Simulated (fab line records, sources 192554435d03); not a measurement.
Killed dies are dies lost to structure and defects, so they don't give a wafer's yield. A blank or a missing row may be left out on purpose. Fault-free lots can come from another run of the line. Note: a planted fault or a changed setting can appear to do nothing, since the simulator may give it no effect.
A lot that was struck, set against a sound lot | flow n5_finfet | 31 steps out of a route of 1938
Sound: these wafers, L382.1, L382.3, L382.6. Struck: wafer L395.4 (left out: L395.3, L395.6 of the same lot, which were not struck); the cause appears at the end.
Per side, at each step with rows, come the tool, then ch with its chambers, and then its first start. Under that, the readings that differ: sound wafers | struck wafers | difference of the means | sigmas: that difference in standard deviations of wafers without a fault.
alike: same words and numbers on both sides, and readings whose means sit less than 2 such deviations apart. not compared: any withheld reading, any reading some wafer has no value for, any bound like >300 that may hide the same value, and any number with overlapping values for which the record gives no deviation.
The two part at a step that has a row with sigmas, a row that says differs or no value, or rows on one side only. Non-overlapping numbers with no deviation appear without sigmas and do not part them. A reading missing from all wafers of one side parts the sides only when that side holds two or more wafers.

first, 8 steps without rows for these wafers: N5_ILD0_LINER_00 (material SiNx, target thk 4 nm, pulse time 1 s, purge time 2 s); N5_ILD0_FCVD_FILL_01 (material SiO2 flowable, target thk 200 nm, time 328.3 s); N5_ILD0_CURE_02 (time 1800 s); N5_ILD0_CMP_03 (polishes, stops on SiNx, t overpolish 1.9 s, target thk 197.38 nm); N5_ILD0_CMP_07 (polishes SiO2 flowable, stops on poly-Si, t overpolish 1.18 s, target thk 138.88 nm); N5_ILD0_PRECLEAN_10 (cleans in NF3:NH3, afs cycles 5, time 20 s, sublimation time 60 s); N5_ILD0_ALD_15 (deposits SiNx, target thk 24 nm, pulse time 1 s, ald cycles 480); N5_ILD0_CMP_12 (polishes SiNx, stops on poly-Si, t overpolish 6 s, target thk 17.67 nm).
N5_SDB_HM_DEP_00: deposits SiNx from SiH4/NH3/N2, target thk 40 nm, time 35.3 s.
  sound on pecvd-03 ch 0,2, day 3 23:28; struck on pecvd-03 ch 2, day 7 05:52
  reading                                 | sound          | struck | difference | sigmas
  model.SiNx_of_SDB_HM_DEP_00.thk_nm (nm) | 40.2 40.2 40.4 | 41.8   | +1.5       |
  alike: heater_power_w, showerhead_plenum_p_Torr, throttle_valve_pct
then, 13 steps without rows for these wafers: N5_SDB_COAT_03 (time 60 s, resist thk 100 nm); N5_SDB_COAT_04 (time 60 s, resist thk 18 nm); N5_SDB_COAT_05 (resist thk 90 nm); N5_SDB_EBR_07; N5_SDB_SOFTBAKE_06 (time 60 s); N5_SDB_EXPOSE_08 (exposes mask SDB); N5_SDB_PEB_09 (peb time 60 s); N5_SDB_DEVELOP_10 (develop time 30 s); N5_SDB_DESCUM_16 (chemistry O2, time 7.9 s); N5_SDB_ETCH_17 (etches SiARC in CF4, target depth 23.4 nm, time 39 s); N5_SDB_ETCH_18 (etches SOC in N2/H2, target depth 100 nm, overetch 20 nm, time 150 s); N5_SDB_STRIP_19 (strips in N2/H2); N5_SDB_STRIP_21 (strips in CF4).
N5_SDB_HM_OPEN_20: chemistry CH3F/O2, target SiNx, stops on poly-Si, target depth 24 nm.
  sound on rie_diel-04 ch 0,1,2, day 4 00:25; struck on rie_diel-04 ch 2, day 7 06:30
  reading                  | sound            | struck | difference | sigmas
  model.etch.depth_nm (nm) | 24.19 24.2 24.46 | 25.9   | +1.6       |
  alike: CH3F_flow_sccm, drypump_motor_current_A, oes_ar_750_au, oes_product_au, rf_vpp_V, showerhead_plenum_p_Torr, throttle_valve_pct
  not compared: rf_hours_counter_h
then, 5 steps without rows for these wafers: N5_SDB_STRIP_22 (strips in N2/H2); N5_SDB_PRECLEAN_23 (cleans in dHF, time 30 s); N5_SDB_DUMMY_REMOVE_24 (chemistry TMAH, target poly-Si, stops on SiO2, target depth 142 nm, time 57 s, rinse time 30 s); N5_SDB_ETCH_25 (etches SiO2 in C4F6/O2, target depth 10 nm, time 3.3 s); N5_SDB_CUT_ETCH_26 (etches Si in HBr/Cl2/O2, target depth 129.6 nm, bt time 20 s, time 51.8 s).
N5_SDB_PRECLEAN_38: cleans in dHF, time 10 s.
  sound on wet_bench-03 ch 2,3,5, day 4 00:56; struck on wet_bench-05 ch 5, day 7 07:40
  reading                                 | sound        | struck | difference | sigmas
  model.SiNx_of_SDB_HM_DEP_00.thk_nm (nm) | 22.4 22 22.2 | 24     | +2         |
then, 1 step without rows for these wafers: N5_SDB_PRECLEAN_39 (cleans in O3/DIW, time 45 s).
-- the record jumps here: 4 days lie between the struck wafers' starts before and after (it left off in module SDB and takes up again in module BEOL_M4, whose first step shown is number 1111 of the route) --
N5_BEOL_M4_RC_MEAS_101:
  sound on prober-01 ch 0, day 7 23:04; struck on prober-01 ch 0, day 11 05:13
  alike: DIBL_N, DIBL_P, IOFF_N, IOFF_P, ION_N, ION_P, SS_N, SS_P, VT_N, VT_P

## WHERE THEY PART
Nowhere in this record.

WHY: what had been put in by the simulator
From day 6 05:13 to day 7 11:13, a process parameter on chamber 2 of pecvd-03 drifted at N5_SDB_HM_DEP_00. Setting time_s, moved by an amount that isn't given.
